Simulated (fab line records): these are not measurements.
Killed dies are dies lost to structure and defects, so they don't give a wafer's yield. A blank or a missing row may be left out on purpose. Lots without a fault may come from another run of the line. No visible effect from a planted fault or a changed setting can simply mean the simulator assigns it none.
The tool behind it: which one? ; flow n5-finfet ; 10 lots, 30 wafers sampled, at 5 steps of a route of 1938

== WHAT EACH GAUGE READ, for each wafer ==
N5_BEOL_M4_RC_MEAS_101.
lot;measured;on;COMB_M4_max_site (S/m);DIBL_N (mV/V);DIBL_P (mV/V);IOFF_N (nA/um);IOFF_P (nA/um);ION_N (uA/um);ION_P (uA/um);SS_N (mV/dec);SS_P (mV/dec);VT_N (mV);VT_P (mV)
L884;day 8 04:57;prober-02;1.25e-10 9e-11 4.4e-11;34.9 34.1 35.3;33.6 33.5 35.0;0.130 0.120 0.145;0.184 0.181 0.213;652 660 664;452 455 463;71.9 71.0 71.7;72.2 72.6 72.7;256.1 254.3 251.9;-249.7 -250.7 -250.3
L885;day 8 14:56;prober-02;8.2e-11 7.5e-11 1.35e-10;35.3 35.4 36.0;34.0 34.6 36.0;0.146 0.144 0.163;0.207 0.206 0.232;672 670 688;469 462 475;71.8 71.1 72.0;72.6 73.0 73.2;252.7 250.4 248.6;-248.6 -247.5 -247.8
L888;day 8 23:53;prober-01;8.9e-11 8e-11 8.5e-11;32.8 35.5 35.6;34.9 37.1 37.1;0.126 0.165 0.161;0.168 0.200 0.208;663 671 668;453 456 459;71.3 71.5 72.1;73.3 73.6 73.6;254.2 250.1 251.3;-257.0 -254.1 -250.2
L892;day 10 18:28;prober-02;1.42e-10 2.12e-10 2.95e-10;33.1 35.3 33.2;31.8 34.6 32.0;0.114 0.157 0.117;0.162 0.205 0.164;657 674 674;454 459 458;71.0 71.5 69.9;72.5 73.1 71.5;251.4 247.7 253.3;-253.1 -252.2 -252.7
L895;day 11 05:29;prober-02;2.19e-10 2.05e-10 2.22e-10;36.2 35.2 37.1;34.6 33.5 35.2;0.138 0.123 0.146;0.180 0.166 0.188;671 666 672;461 453 462;70.9 70.5 71.4;72.2 72.1 72.7;249.2 253.1 251.4;-253.5 -256.0 -252.9
L897;day 11 12:03;prober-01;8.9e-11 9.3e-11 7.7e-11;36.9 37.7 36.5;36.8 37.6 35.2;0.183 0.198 0.170;0.244 0.260 0.227;684 671 670;467 463 461;72.1 72.6 72.4;74.0 73.6 73.7;246.3 244.0 248.2;-249.6 -246.0 -249.3
L899;day 12 05:29;prober-01;5.5e-11 8.5e-11 8.3e-11;38.6 39.0 37.4;36.4 37.3 35.3;0.165 0.177 0.144;0.210 0.217 0.196;677 675 675;464 457 458;71.7 71.8 71.4;73.7 74.6 73.4;249.1 250.3 247.9;-251.6 -251.7 -251.1
L898;day 12 10:29;prober-02;1.16e-10 5.7e-11 1e-10;35.5 36.6 37.5;36.6 37.4 38.9;0.145 0.164 0.188;0.221 0.237 0.267;674 683 684;471 474 476;71.6 72.0 71.8;73.2 73.5 73.9;250.0 247.9 245.9;-247.2 -245.8 -244.8
L904;day 13 16:23;prober-01;4.8e-11 4e-11 6.7e-11;35.4 36.3 37.0;36.7 38.7 39.4;0.188 0.205 0.231;0.220 0.250 0.267;688 680 676;469 465 462;71.3 71.7 72.3;73.3 73.7 74.4;243.8 244.3 243.5;-248.9 -249.2 -249.4
L905;day 13 18:04;prober-01;5.3e-11 6.7e-11 5.3e-11;35.9 37.2 34.9;35.7 35.9 34.2;0.155 0.157 0.132;0.183 0.196 0.171;679 670 666;461 454 451;71.4 71.7 70.5;72.8 73.5 73.4;248.4 250.7 252.3;-253.1 -252.3 -254.2

N5_BEOL_M5_THK_MEAS_01.
lot;measured;on;M5_ILD_THK (nm)
L884;day 8 06:58;film-metro-01;121.5 122.3 123.8
L885;day 8 16:28;film-metro-01;118.7 120.8 122.2
L888;day 9 01:54;film-metro-02;122.4 122.1 123.5
L892;day 10 20:01;film-metro-01;123.6 121.9 123.7
L895;day 11 07:01;film-metro-01;120.4 119.1 120.7
L897;day 11 13:36;film-metro-01;121.2 121.7 121.6
L899;day 12 06:43;film-metro-01;120.4 121.9 121.7
L898;day 12 11:52;film-metro-01;119.1 117.8 121.3
L904;day 13 18:14;film-metro-02;118.4 119.2 121.5
L905;day 13 20:20;film-metro-02;119.3 121.0 120.1

== TOOL THAT RAN EACH LOT (tool first, then ch and the chambers of the sampled wafers, then the start) ==
lot;N5_BEOL_M4_ALD_84;N5_BEOL_M4_ANNEAL_91;N5_BEOL_M4_DEP_57
L884;ald-metal-02 ch 2,3, day 8 01:29;pvd-sputter-02, day 8 03:16;pecvd-02 ch 0,1,2, day 8 04:50
L885;ald-metal-01 ch 0,2,3, day 8 09:43;pvd-sputter-02, day 8 13:16;pecvd-01 ch 1,2, day 8 14:49
L888;ald-metal-02 ch 1,2, day 8 20:23;pvd-sputter-02, day 8 22:12;pecvd-01 ch 0,1,2, day 8 23:46
L892;ald-metal-02 ch 0,1,2, day 10 14:35;pvd-sputter-02, day 10 16:19;pecvd-02 ch 0,1,2, day 10 17:53
L895;ald-metal-02 ch 0,1,3, day 11 00:33;pvd-sputter-03, day 11 03:29;pecvd-02 ch 0,1,2, day 11 05:22
L897;ald-metal-01 ch 1,3, day 11 08:09;pvd-sputter-03, day 11 10:22;pecvd-04 ch 0,1,2, day 11 11:56
L899;ald-metal-03 ch 2,3, day 12 01:08;pvd-sputter-01, day 12 02:52;pecvd-01 ch 0,1, day 12 05:04
L898;ald-metal-03 ch 0,1,2, day 12 06:52;pvd-sputter-02, day 12 08:39;pecvd-04 ch 0,1,2, day 12 10:13
L904;ald-metal-01 ch 1,2,3, day 13 12:27;pvd-sputter-01, day 13 14:33;pecvd-02 ch 0,2, day 13 16:07
L905;ald-metal-01 ch 0,1,2, day 13 12:40;pvd-sputter-02, day 13 15:51;pecvd-02 ch 1,2, day 13 17:25
- N5_BEOL_M4_ALD_84: deposits TaN, pulse time 2 s, purge time 3 s, co reactant purge time 2 s.
- N5_BEOL_M4_ANNEAL_91: time 240 s.
- N5_BEOL_M4_DEP_57: deposits SiCN from 3MS/NH3, target thk 8 nm, time 14 s.

== WHAT THE TOOLS THEMSELVES READ (means of the sampled wafers that have a number; where no wafer has one, the mark that the record gives instead) ==
N5_BEOL_M4_ALD_84.
lot;tool;heater-power-w (W)
L884;ald-metal-02;394
L885;ald-metal-01;420
L888;ald-metal-02;415
L892;ald-metal-02;403
L895;ald-metal-02;385
L897;ald-metal-01;384
L899;ald-metal-03;400
L898;ald-metal-03;412
L904;ald-metal-01;394
L905;ald-metal-01;432

N5_BEOL_M4_ANNEAL_91.
lot;tool;heater-power-w (W)
L884;pvd-sputter-02;772
L885;pvd-sputter-02;782
L888;pvd-sputter-02;823
L892;pvd-sputter-02;736
L895;pvd-sputter-03;730
L897;pvd-sputter-03;759
L899;pvd-sputter-01;822
L898;pvd-sputter-02;812
L904;pvd-sputter-01;773
L905;pvd-sputter-02;828

N5_BEOL_M4_DEP_57.
lot;tool;showerhead-plenum-p-Torr (Torr);throttle-valve-pct (%)
L884;pecvd-02;3.671;8.9
L885;pecvd-01;3.671;8.9
L888;pecvd-01;3.668;9.0
L892;pecvd-02;3.671;8.9
L895;pecvd-02;3.662;8.8
L897;pecvd-04;3.658;8.4
L899;pecvd-01;3.667;9.6
L898;pecvd-04;3.666;8.6
L904;pecvd-02;3.668;8.5
L905;pecvd-02;3.664;9.0

== THE ANSWER, worked out from the rows above alone ==
Rule: usual is defined by the lots themselves. The widest of any qualifying gaps counts: lots, ordered by their means at a reading, are off when they make up no more than a third of the lots, leave a main group of 4 or more, and stand apart from it by 3 or more times the standard deviation of that group's means. The tables above print the reading to a certain number of digits; a main group whose means all agree to those digits is not used. Also off: a lot with no number at a reading for which 4 or more lots have one. All remaining lots with rows at the step are treated as sound. First the gauges in route order, then the tools' own readings, where a lot's mean is used as printed above. At the first step where some lot is off, the reading lying furthest off is the one used; lots without a number count as furthest.
Off: L892, L895, at N5_BEOL_M4_RC_MEAS_101 (COMB_M4_max_site). The main group: mean 7.9e-11 S/m, standard deviation 1.5e-11.
A tool fits if, at a process step before that reading, it ran every lot that is off, and no sound lot after the first of them. The gauges at N5_BEOL_M4_RC_MEAS_101 are tried like those tools. One fits: N5_BEOL_M4_ALD_84 on ald-metal-02. A fault onset in the window from L888 (day 8 20:23, its last sound lot) to L892 (day 10 14:35, its first lot off) fits.

== WHAT HAD BEEN PUT IN BY THE SIMULATOR ==
Site profile drift: ald-metal-02, from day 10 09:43 on, at N5_BEOL_M4_ALD_84. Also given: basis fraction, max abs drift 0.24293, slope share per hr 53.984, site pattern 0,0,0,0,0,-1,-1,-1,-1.
Lots struck among those shown: L892, L895. Same finding as the rule above.
